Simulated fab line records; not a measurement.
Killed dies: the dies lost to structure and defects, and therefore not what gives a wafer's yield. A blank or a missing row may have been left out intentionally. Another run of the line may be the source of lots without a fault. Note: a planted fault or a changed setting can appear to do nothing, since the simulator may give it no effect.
fab line records	flow n5_finfet
[record] lots = 6	wafers = 17	last_day = 17
route steps=1938 shown FIN_CUT@178 STI_FIN_REVEAL@183 BEOL_M4@1111 PASSIVATION@1936
lots that met no fault: taken from a fault-free run of the same line
start_h: start of the lot's first displayed wafer, in hours after the record's first day	wait_h: how many hours have passed since the lot's step before this one	" repeats the value in the row above	L1.1+2: a single row standing in for several wafers	- no value, or no start was given	* or withheld: withheld	< > ~ a bound
route shown NAME@n: names a module that has steps shown in the file, with the first one's number in the route	usual: the fault-free wafers' mean and standard deviation	same: alike in all rows	chamber/n: place in a boat	sites: readings site by site	_std_site: how widely they spread, as a standard deviation	_edge_site: the outer-site mean with the inner-site mean subtracted	radius_mm: how far each site lies from the wafer's centre	mask NAME#n: copy n	behind: the tool/chamber that last shaped the wafer	hold: the reason the lot was held/the length of the hold in hours/how it ended	device: which transistor (n, p or np) failed to switch	end of line: tests run on the same wafers once the route is complete	a step without rows: its recipe alone	killed: dies that structure and defects cost at the first sort, which is not the same as the wafer's yield	map: dies across one wafer; x = killed, . = not, _ = none there
set.NAME: the run value of the setting; set.NAME@STEP: its run value at that earlier step	model.NAME: the simulator's own value behind a step, which no gauge read
lots seen at some steps along the route; tables by step, rows by wafer
services: a tool's chamber out of use, with start hour (start_h, from the record's first day; less than 0 if before it), hours out, and reason
[[steps]]
[step N5_FIN_CUT_STRIP_22]
[recipe] chemistry = N2/H2	power_w = 500	temp_c = 40	pressure_mtorr = 50	rf_frequency_hz = 6e+07	overash_fraction = 0.3	bias_power_w = 8	h2_frac = 0.5	n2_flow_sccm = 300	h2_flow_sccm = 300
[step N5_FIN_CUT_PRECLEAN_36]
[recipe] chemistry = O3/DIW	time_s = 60	temp_c = 22	o3_ppm = 10
[step N5_FIN_CUT_SRD_32]
[recipe] dry = ipa_marangoni	time_s = 30	temp_c = 23	rinse_liquid = diw
[step N5_FIN_CUT_UV_OZONE_34]
[recipe] time_s = 120	pressure_torr = 760	temp_c = 25
[step N5_FIN_CUT_INSPECT_17]
[recipe] inspect_instrument = brightfield	mode = aei
[usual] raw_defect_count = 215/59
lot.wafer	tool	chamber	start_h	wait_h	raw_defect_count
L887.1	defect_inspect-02	-	59.16	0.0	249
L887.4	"	-	"	"	202
L887.5	"	-	"	"	207
L888.1	defect_inspect-01	-	65.11	0.0	252
L888.2	"	-	"	"	185
L888.4	"	-	"	"	139
L894.2	defect_inspect-01	-	100.78	0.0	171
L894.5	"	-	"	"	179
L894.6	"	-	"	"	285
L899.1	defect_inspect-02	-	131.98	0.0	257
L899.3	"	-	"	"	275
L902.1	defect_inspect-02	-	150.61	0.0	268
L902.2	"	-	"	"	175
L902.6	"	-	"	"	262
L905.2	defect_inspect-01	-	167.41	0.0	272
L905.4	"	-	"	"	290
L905.5	"	-	"	"	308
[step N5_STI_FIN_REVEAL_ALD_00]
[recipe] material = SiO2	target_thk_a = 10	temp_c = 300	ald_precursor_family = BDEAS	ald_co_reactant = O2-plasma	pulse_time_s = 1	pressure_torr = 2
[usual] heater_power_w = 490/44	precursor_pulse_height_rel = 0.998/0.024
lot.wafer	tool	chamber	start_h	wait_h	heater_power_w	precursor_pulse_height_rel
L887.1	ald_sin-04	1	59.27	0.1	548	0.973
L887.4	"	3	"	"	407	1.009
L887.5	"	3	"	"	399	1.027
L888.1	ald_sin-03	2	65.15	0.0	411	1.042
L888.2	"	1	"	"	457	0.972
L888.4	"	0	"	"	571	1.049
L894.2	ald_sin-01	3	100.82	0.0	480	0.978
L894.5	"	2	"	"	473	1.031
L894.6	"	3	"	"	461	1.011
L899.1	ald_sin-01	1	132.02	0.0	498	1.019
L899.3	"	3	"	"	479	1.004
L902.1	ald_sin-01	1	150.65	0.0	491	1.024
L902.2	"	2	"	"	473	1.004
L902.6	"	3	"	"	474	1.019
L905.2	ald_sin-03	2	167.98	0.6	424	0.982
L905.4	"	1	"	"	480	1.029
L905.5	"	0	"	"	586	0.965
[step N5_STI_FIN_REVEAL_ALD_14]
[recipe] material = Si3N4	target_thk_a = 30	temp_c = 400	ald_precursor_family = SiH2I2	ald_co_reactant = N2/H2-plasma	pressure_torr = 2
[usual] heater_power_w = 875/76
lot.wafer	tool	chamber	start_h	wait_h	heater_power_w
L887.1	ald_sin-04	1	59.32	0.0	950
L887.4	"	3	"	"	748
L887.5	"	3	"	"	739
L888.1	ald_sin-03	2	65.20	0.0	750
L888.2	"	1	"	"	832
L888.4	"	0	"	"	1016
L894.2	ald_sin-01	3	100.87	0.0	810
L894.5	"	2	"	"	816
L894.6	"	3	"	"	827
L899.1	ald_sin-01	1	132.07	0.0	888
L899.3	"	3	"	"	849
L902.1	ald_sin-01	1	150.70	0.0	892
L902.2	"	2	"	"	816
L902.6	"	3	"	"	834
L905.2	ald_sin-03	2	168.03	0.0	783
L905.4	"	1	"	"	849
L905.5	"	0	"	"	1009
[step N5_STI_FIN_REVEAL_FCVD_FILL_01]
[recipe] material = SiO2_flowable	target_thk_a = 3120	temp_c = 100	pressure_torr = 0.8	rf_w = 2000	time_s = 512.2
[step N5_STI_FIN_REVEAL_DENSIFY_02]
[recipe] temp_c = 650	ambient = steam	time_s = 1800	idle_temp_c = 400	densification_p_h2o_torr = 640
[step N5_STI_FIN_REVEAL_CMP_04]
[recipe] stop_on = Si3N4	t_overpolish_s = 4	down_force_psi = 2	platen_rpm = 54.18	post_cmp_clean = alkaline_brush	pad_velocity_m_s = 1.078	target_thk_nm = 131.83
[usual] motor_current_A = 8.1/0.94	overpolish_run_s = 4.000/0.009	retaining_ring_pressure_frac = 0.999/0.0049	time_to_endpoint_s = 104/5.3
lot.wafer	tool	chamber	start_h	wait_h	motor_current_A	overpolish_run_s	retaining_ring_pressure_frac	time_to_endpoint_s
L887.4	cmp-04	3	65.49	0.1	7.7	3.986	1.002	99
L887.1	"	0	"	"	7.5	4.003	0.998	94
L887.5	"	2	"	"	9.0	4.001	1.003	101
L888.1	cmp-03	0	70.25	0.0	7.5	3.994	0.997	110
L888.4	"	1	"	"	7.6	3.990	0.999	101
L888.2	"	2	"	"	9.9	4.005	1.001	100
L894.2	cmp-02	1	105.98	0.1	8.3	4.013	0.999	95
L894.5	"	3	"	"	7.4	3.990	0.990	95
L894.6	"	0	"	"	6.6	3.989	1.000	107
L899.1	cmp-02	1	137.15	0.1	9.0	4.004	0.999	98
L899.3	"	2	"	"	8.5	4.002	0.995	108
L902.1	cmp-04	3	155.75	0.0	7.5	4.003	0.991	104
L902.2	"	0	"	"	7.6	4.003	1.010	101
L902.6	"	0	"	"	7.7	4.002	1.003	100
L905.2	cmp-04	0	173.12	0.1	8.1	4.014	1.007	102
L905.4	"	3	"	"	7.4	3.994	1.003	112
L905.5	"	0	"	"	7.8	3.998	1.003	102
[step N5_STI_FIN_REVEAL_THK_MEAS_05]
[usual] thk_nm = 132.0/1.3
lot.wafer	tool	chamber	start_h	wait_h	thk_nm
L887.1	film_metro-01	-	65.71	-	132.3
L887.4	"	-	"	"	132.6
L887.5	"	-	"	"	133.7
L888.1	film_metro-01	-	70.54	-	133.2
L888.2	"	-	"	"	130.4
L888.4	"	-	"	"	132.5
L894.2	film_metro-02	-	106.20	-	130.0
L894.5	"	-	"	"	129.6
L894.6	"	-	"	"	131.7
L899.1	film_metro-02	-	137.40	-	129.4
L899.3	"	-	"	"	130.2
L902.1	film_metro-02	-	156.05	-	131.1
L902.2	"	-	"	"	132.2
L902.6	"	-	"	"	131.9
L905.2	film_metro-01	-	173.41	-	131.3
L905.4	"	-	"	"	132.5
L905.5	"	-	"	"	130.5
[step N5_STI_FIN_REVEAL_DENSIFY_30]
[recipe] temp_c = *	time_s = *	ambient = N2	idle_temp_c = 600	ramp_up_c_per_s = 150	ramp_down_c_per_s = 60	cool_to_c = 600
[step N5_STI_FIN_REVEAL_ETCHBACK_08]
[recipe] chemistry = C4F6/O2	target = SiO2	target_depth_a = 305	time_s = 10.167	ion_energy_ev = 250	pressure_mtorr = 30	source_w = 345	bias_w = 185	Ar_flow_sccm = 300	C4F6_flow_sccm = 10	O2_flow_sccm = 10
[usual] bias_w = 185.0/0.56	chamber_pressure_mTorr = 30.002/0.029	drypump_motor_current_A = 5.5/0.45	mfc_ar_sccm = 300.0/0.94	oes_product_au = 0.77/0.091	rf_fwd_power_W = 341.2/1.5	rf_vpp_V = 665/21	showerhead_plenum_p_Torr = 2.85/0.1	throttle_valve_pct = 21.26/0.28
lot.wafer	tool	chamber	start_h	wait_h	bias_w	chamber_pressure_mTorr	drypump_motor_current_A	mfc_ar_sccm	oes_product_au	rf_fwd_power_W	rf_hours_counter_h	rf_vpp_V	showerhead_plenum_p_Torr	throttle_valve_pct
L887.1	rie_diel-03	1	65.95	0.2	184.9	30.043	5.0	300.9	0.70	338.9	222	665	2.71	21.39
L887.4	"	3	"	"	184.5	30.006	5.4	299.2	0.85	341.1	54	695	3.01	21.11
L887.5	"	1	"	"	184.4	30.031	5.0	301.2	0.70	338.7	-	666	2.71	21.38
L888.1	rie_diel-05	3	70.85	0.2	184.9	30.027	6.3	299.9	0.71	342.7	237	687	2.85	21.29
L888.2	"	2	"	"	185.0	29.977	5.8	301.4	0.70	342.3	192	640	2.79	21.12
L888.4	"	1	"	"	185.3	30.010	5.6	299.3	0.84	342.5	-	703	2.76	21.10
L894.2	rie_diel-01	0	106.46	0.2	184.1	29.979	5.8	298.8	0.66	339.6	233	657	2.94	21.63
L894.5	"	3	"	"	186.0	30.050	5.6	299.9	0.81	339.8	-	674	2.88	20.92
L894.6	"	0	"	"	185.8	30.001	5.8	299.4	0.66	340.5	-	658	2.94	21.63
L899.1	rie_diel-01	0	137.75	0.3	184.3	29.911	5.8	298.9	0.66	340.9	248	658	2.94	21.63
L899.3	"	3	"	"	185.3	29.992	5.6	299.7	0.79	339.1	91	674	2.88	20.93
L902.1	rie_diel-01	1	156.79	0.5	185.5	30.006	5.0	299.6	0.69	341.1	213	636	2.94	21.58
L902.2	"	2	"	"	184.7	30.028	5.9	299.7	0.70	340.5	254	647	2.70	21.67
L902.6	"	3	"	"	184.6	29.993	5.6	300.5	0.78	338.3	-	673	2.88	20.95
L905.2	rie_diel-05	1	174.03	0.2	184.0	29.935	5.6	301.9	0.80	342.9	115	703	2.74	21.16
L905.4	"	0	"	"	184.6	29.981	4.7	300.1	0.88	342.5	39	650	2.92	20.94
L905.5	"	0	"	"	184.2	30.027	4.7	300.4	0.88	343.0	-	649	2.92	20.96
[step N5_STI_FIN_REVEAL_STRIP_24]
[recipe] chemistry = N2/H2	time_s = 90	power_w = 100	temp_c = 40	pressure_mtorr = 100	rf_frequency_hz = 6e+07	bias_power_w = 3	n2_flow_sccm = 300	h2_flow_sccm = 300
[step N5_STI_FIN_REVEAL_PRECLEAN_25]
[recipe] chemistry = SPM	time_s = 90	temp_c = 120	mix = 4:1
[step N5_STI_FIN_REVEAL_PRECLEAN_26]
[recipe] chemistry = SC1	time_s = 45	temp_c = 46	mix = 1:2:100
[step N5_STI_FIN_REVEAL_PRECLEAN_29]
[recipe] chemistry = DHF	time_s = 30	temp_c = 25	dilution = 300:1
[step N5_STI_FIN_REVEAL_SRD_12]
[recipe] time_s = 30	temp_c = 23	rinse_liquid = diw	dry = ipa_marangoni
[step N5_STI_FIN_REVEAL_RECESS_09]
[recipe] chemistry = HF/NH3	target = SiO2	afs_cycles = 11	target_depth_a = 425	temp_c = 30	sublimation_temp_c = 180	sublimation_time_s = 60
[step N5_STI_FIN_REVEAL_STRIP_16]
[recipe] chemistry = H3PO4	material = SiNx	temp_c = 165	target_depth_a = 238	overetch_fraction = 0.4964	dry = ipa_marangoni
[step N5_STI_FIN_REVEAL_PRECLEAN_17]
[recipe] chemistry = NF3:NH3	afs_cycles = 1	temp_c = 30	time_s = 20	sublimation_temp_c = 180	sublimation_time_s = 60	pressure_torr = 3	rf_power_w = 30
[step N5_STI_FIN_REVEAL_ETCH_34]
[recipe] chemistry = H2	mode = isotropic	material = Si	target = Si	target_depth_a = 9.7	temp_c = 20	pressure_mtorr = 4.5	icp_w = 300	bias_w = 0	h2_flow_sccm = 7.5	he_flow_sccm = 142.5
[usual] chamber_pressure_mTorr = 4.500/0.0052	drypump_motor_current_A = 5.5/0.41	oes_product_au = 1.001/0.017	rf_fwd_power_W = 297.2/1.2	throttle_valve_pct = 25.8/0.59
[same] bias_w = 0
lot.wafer	tool	chamber	start_h	wait_h	chamber_pressure_mTorr	drypump_motor_current_A	oes_product_au	rf_fwd_power_W	rf_hours_counter_h	throttle_valve_pct
L887.1	rie_si-05	1	68.37	0.2	4.494	6.2	1.004	297.9	64	26.2
L887.4	"	1	"	"	4.507	6.2	1.003	298.3	-	26.1
L887.5	"	3	"	"	4.494	5.0	0.995	299.2	-	24.9
L888.1	rie_si-03	0	73.23	0.2	4.499	5.6	0.981	297.6	21	26.2
L888.2	"	3	"	"	4.492	4.8	1.011	297.5	67	26.6
L888.4	"	2	"	"	4.503	5.5	1.011	298.3	60	25.8
L894.2	rie_si-06	2	108.82	0.1	4.508	6.1	0.989	296.8	1	25.8
L894.5	"	3	"	"	4.498	4.9	1.003	297.0	-	26.0
L894.6	"	0	"	"	4.499	5.8	0.995	297.9	-	26.1
L899.1	rie_si-06	3	140.10	0.2	4.499	5.0	1.005	297.8	7	26.0
L899.3	"	0	"	"	4.497	5.8	1.010	294.2	132	26.1
L902.1	rie_si-03	2	159.13	0.2	4.495	5.6	1.035	295.7	61	25.8
L902.2	"	3	"	"	4.500	4.8	1.017	296.1	69	26.6
L902.6	"	1	"	"	4.501	5.4	1.021	295.7	-	24.1
L905.2	rie_si-05	3	176.37	0.1	4.500	5.1	1.005	297.3	30	24.9
L905.4	"	1	"	"	4.499	6.2	1.001	296.3	66	26.2
L905.5	"	3	"	"	4.502	5.1	0.994	298.0	-	24.9
[step N5_STI_FIN_REVEAL_OXIDATION_31]
[recipe] chemistry = O2_PLASMA_REMOTE	temp_c = 150	time_s = 20	pressure_mtorr = 1000	source_power_w = 2000	o2_flow_sccm = 3000
[step N5_STI_FIN_REVEAL_PRECLEAN_32]
[recipe] chemistry = NF3:NH3	afs_cycles = 1	temp_c = 30	time_s = 20	sublimation_temp_c = 180	sublimation_time_s = 60	pressure_torr = 3	rf_power_w = 30
[step N5_STI_FIN_REVEAL_STRIP_35]
[recipe] chemistry = H3PO4	material = Si3N4	temp_c = 165	target_depth_a = 40	time_s = 39
[step N5_STI_FIN_REVEAL_SRD_21]
[recipe] dry = ipa_marangoni	time_s = 30	temp_c = 23	rinse_liquid = diw
[step N5_STI_FIN_REVEAL_OXIDATION_33]
[recipe] chemistry = O2_PLASMA_REMOTE	temp_c = 150	time_s = 20	pressure_mtorr = 1000	source_power_w = 2000	o2_flow_sccm = 3000
[usual] chamber_pressure_mTorr = 1000.0/0.91	drypump_motor_current_A = 5.3/0.37	heater_power_w = 151/13	rf_fwd_power_W = 1979/8.2
lot.wafer	tool	chamber	start_h	wait_h	chamber_pressure_mTorr	drypump_motor_current_A	heater_power_w	rf_fwd_power_W	rf_hours_counter_h
L887.1	plasma_asher-02	1	68.78	0.0	1001.9	5.1	162	1981	85
L887.4	"	1	"	"	999.5	5.2	167	1994	-
L887.5	"	0	"	"	1000.8	4.8	162	1985	-
L888.1	plasma_asher-02	1	73.83	0.0	999.7	5.2	167	1973	87
L888.2	"	0	"	"	999.3	4.8	158	1993	87
L888.4	"	1	"	"	999.1	5.1	165	1974	-
L894.2	plasma_asher-02	0	109.25	0.0	1001.8	4.8	160	1995	93
L894.5	"	0	"	"	1000.2	4.8	158	1984	-
L894.6	"	1	"	"	999.2	5.1	169	1970	-
L899.1	plasma_asher-02	1	140.51	0.0	1000.5	5.1	167	1982	100
L899.3	"	1	"	"	999.6	5.1	168	1991	-
L902.1	plasma_asher-02	1	159.58	0.0	1000.1	5.1	166	1985	104
L902.2	"	0	"	"	1001.2	4.8	155	1990	104
L902.6	"	1	"	"	1000.9	5.1	165	1977	-
L905.2	plasma_asher-02	0	177.06	0.3	1000.4	4.8	161	1985	109
L905.4	"	0	"	"	1000.2	4.8	160	1991	-
L905.5	"	1	"	"	999.8	5.2	165	1974	-
[step N5_STI_FIN_REVEAL_CLEAN_19]
[recipe] chemistry = O3/DIW	temp_c = 25	time_s = 120	o3_ppm = 10
[step N5_STI_FIN_REVEAL_SRD_23]
[recipe] dry = ipa_marangoni	time_s = 30	temp_c = 23	rinse_liquid = diw
[step N5_STI_FIN_REVEAL_CD_MEAS_22]
[recipe] target_cd_nm = 6.238	pitch_nm = 28	polarity = line
[usual] cd_nm = 6.3/0.32
lot.wafer	tool	chamber	start_h	wait_h	cd_nm
L887.1	cd_sem-01	-	68.95	0.0	6.0
L887.4	"	-	"	"	6.1
L887.5	"	-	"	"	6.1
L888.1	cd_sem-02	-	73.99	0.0	6.2
L888.2	"	-	"	"	6.8
L888.4	"	-	"	"	6.9
L894.2	cd_sem-02	-	109.42	0.0	6.5
L894.5	"	-	"	"	6.1
L894.6	"	-	"	"	6.6
L899.1	cd_sem-01	-	140.68	0.0	6.3
L899.3	"	-	"	"	5.9
L902.1	cd_sem-02	-	159.75	0.0	6.3
L902.2	"	-	"	"	6.4
L902.6	"	-	"	"	5.9
L905.2	cd_sem-03	-	177.22	0.0	5.7
L905.4	"	-	"	"	6.3
L905.5	"	-	"	"	5.7
[step N5_STI_FIN_REVEAL_FIN_H_MEAS_10]
[usual] trench_depth_nm = 52.0/0.8
lot.wafer	tool	chamber	start_h	wait_h	trench_depth_nm
L887.1	ocd-01	-	68.98	0.0	52.5
L887.4	"	-	"	"	52.3
L887.5	"	-	"	"	52.9
L888.1	ocd-02	-	74.03	0.0	53.2
L888.2	"	-	"	"	52.3
L888.4	"	-	"	"	52.4
L894.2	ocd-02	-	109.45	0.0	50.5
L894.5	"	-	"	"	51.2
L894.6	"	-	"	"	50.3
L899.1	ocd-01	-	140.71	0.0	54.4
L899.3	"	-	"	"	54.7
L902.1	ocd-02	-	159.78	0.0	54.7
L902.2	"	-	"	"	52.2
L902.6	"	-	"	"	51.5
L905.2	ocd-02	-	177.25	0.0	51.6
L905.4	"	-	"	"	51.9
L905.5	"	-	"	"	52.0
[step N5_STI_FIN_REVEAL_PRECLEAN_18]
[recipe] chemistry = SC2	time_s = 45	temp_c = 35	mix = 1:1:50
[step N5_BEOL_M4_RC_MEAS_101]
[usual] DIBL_N = 37.5/2.5	DIBL_P = 38/3.1	IOFF_N = 0.19/0.059	IOFF_P = 0.24/0.061	ION_N = 679/16	ION_P = 465/9.8	SS_N = 72.0/0.8	SS_P = 73.7/0.86	VT_N = 248/4.5	VT_P = -249/3.5
lot.wafer	tool	chamber	start_h	wait_h	DIBL_N[mV/V]	DIBL_P[mV/V]	IOFF_N[nA/um]	IOFF_P[nA/um]	ION_N[uA/um]	ION_P[uA/um]	SS_N[mV/dec]	SS_P[mV/dec]	VT_N[mV]	VT_P[mV]
L887.1	prober-02	0	191.79	0.0	36.9	36	0.16	0.21	679	465	70.7	72.8	249	-249
L887.4	"	0	"	"	33.8	34	0.12	0.18	648	452	70.1	72.9	254	-251
L887.5	"	0	"	"	33.0	32	0.11	0.16	653	453	70.1	72.5	255	-252
L888.1	prober-01	0	215.28	0.0	39.4	41	0.22	0.28	692	471	72.9	74.1	248	-248
L888.2	"	0	"	"	42.2	45	0.33	0.38	704	473	73.8	75.4	241	-243
L888.4	"	0	"	"	42.3	44	0.35	0.34	714	472	74.2	75.5	240	-243
L894.2	prober-02	0	253.39	0.2	37.7	38	0.20	0.22	663	450	71.7	73.8	244	-250
L894.5	"	0	"	"	35.4	35	0.16	0.18	665	454	72.1	73.3	249	-255
L894.6	"	0	"	"	36.9	36	0.17	0.19	658	445	71.6	73.3	250	-253
L899.1	prober-01	0	283.37	0.0	34.6	34	0.13	0.16	682	460	72.2	73.1	253	-254
L899.3	"	0	"	"	35.0	34	0.13	0.16	691	465	71.4	72.6	253	-256
L902.1	prober-02	0	310.35	0.0	35.6	33	0.15	0.19	700	481	71.4	72.7	250	-251
L902.2	"	0	"	"	43.6	43	0.33	0.36	698	479	73.5	75.8	240	-243
L902.6	"	0	"	"	39.7	38	0.20	0.24	671	458	72.5	73.3	247	-248
L905.2	prober-02	0	317.28	0.2	30.9	31	0.10	0.14	652	455	71.1	71.5	255	-251
L905.4	"	0	"	"	37.6	40	0.22	0.30	704	479	72.7	73.4	244	-245
L905.5	"	0	"	"	32.4	35	0.13	0.20	667	470	71.5	73.3	251	-252
[step N5_PASSIVATION_PROBE_49]
[usual] defect_limited_yield = 91.0/1.4	killed_at_M0_to_M3 = 35/10	killed_at_M4_up = 14/5.5	killed_at_contacts = 13/5.6	killed_at_front_end = 41/11	killed_at_other = 4/3.4	killed_dies = 106/16	killed_open = 68/12	killed_short = 35/7.3	sort_bin_4_leakage = 0.3/2.1	sort_bin_5_function = 5.3/0.89	sort_bin_6_memory = 3.4/0.67	sort_bin_8_speed = 0.01/0.11	sort_n_pass = 1070/28	sort_yield_pct = 90.7/2.4
[same] gross_dies = 1180	killed_at_back_side = 0
lot.wafer	tool	chamber	start_h	wait_h	defect_limited_yield[%]	killed_at_M0_to_M3	killed_at_M4_up	killed_at_contacts	killed_at_front_end	killed_at_other	killed_dies	killed_open	killed_short	sort_bin_4_leakage[%]	sort_bin_5_function[%]	sort_bin_6_memory[%]	sort_bin_8_speed[%]	sort_n_pass	sort_yield_pct[%]
L899.1	prober-02	-	397.60	0.0	92.5	19	6	18	45	1	89	57	29	0	4.8	2.5	0	1091	92.5
// killed by level:class
L899.1 MOL_CONTACT_COAG:geometric_particle:open=13 FIN_SAQP:geometric_particle:open=9 STI_FIN_REVEAL:geometric_particle:open=8 DUMMY_GATE:geometric_particle:open=6 BEOL_M0_SAQP:geometric_particle:short=6 FIN_SAQP:geometric_particle:short=5 GATE_CUT:geometric_particle:short=5 MOL_CONTACT_COAG:geometric_particle:short=4
[[services]]
tool	chamber	start_h	hours	kind
rie_diel-01	0	36.21	7.6	repair
rie_diel-01	2	37.04	3.7	repair
cmp-04	-	38.39	0.7	repair
rie_diel-01	3	40.19	5.7	repair
cmp-03	-	47.06	4.0	pm
rie_diel-01	-	51.33	2.8	pm
rie_diel-03	-	57.49	2.8	pm
rie_si-05	2	65.76	9.9	repair
rie_diel-05	2	79.97	7.6	repair
plasma_asher-02	-	84.72	2.5	repair
ald_sin-03	-	86.14	14.0	pm
rie_diel-01	3	91.95	1.8	repair
rie_si-03	3	98.87	5.6	repair
cmp-02	-	100.91	0.9	repair
cmp-04	-	103.11	7.6	pm
cmp-04	-	110.72	5.7	pm
cmp-02	-	120.40	0.7	repair
rie_diel-01	3	120.80	2.2	repair
rie_diel-01	1	123.00	5.2	repair
cmp-02	-	133.65	3.4	pm
ald_sin-03	-	142.68	6.1	pm
cmp-02	-	154.38	4.4	repair
ald_sin-01	3	170.45	13.0	repair
ald_sin-04	-	176.75	14.0	pm
[[key]]
[first_sign] step = N5_STI_FIN_REVEAL_FIN_H_MEAS_10	reading = trench_depth_nm	direction = up	sigmas = 3.3	usual = 52.0	struck = 54.6
effect none on later readings
met_at N5_STI_FIN_REVEAL_ETCHBACK_08
struck_wafers L899.1,L899.3,L902.1
onset_between 106.46 137.75
[fault] kind = process_parameter_drift	tool = rie_diel-01	chamber = -	onset_h = 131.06	steps = N5_STI_FIN_REVEAL_ETCHBACK_08	channel = time_s	offset = *	shape = step	end_h = 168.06	scope = struck_wafers_only	acts_in = *	stated = *
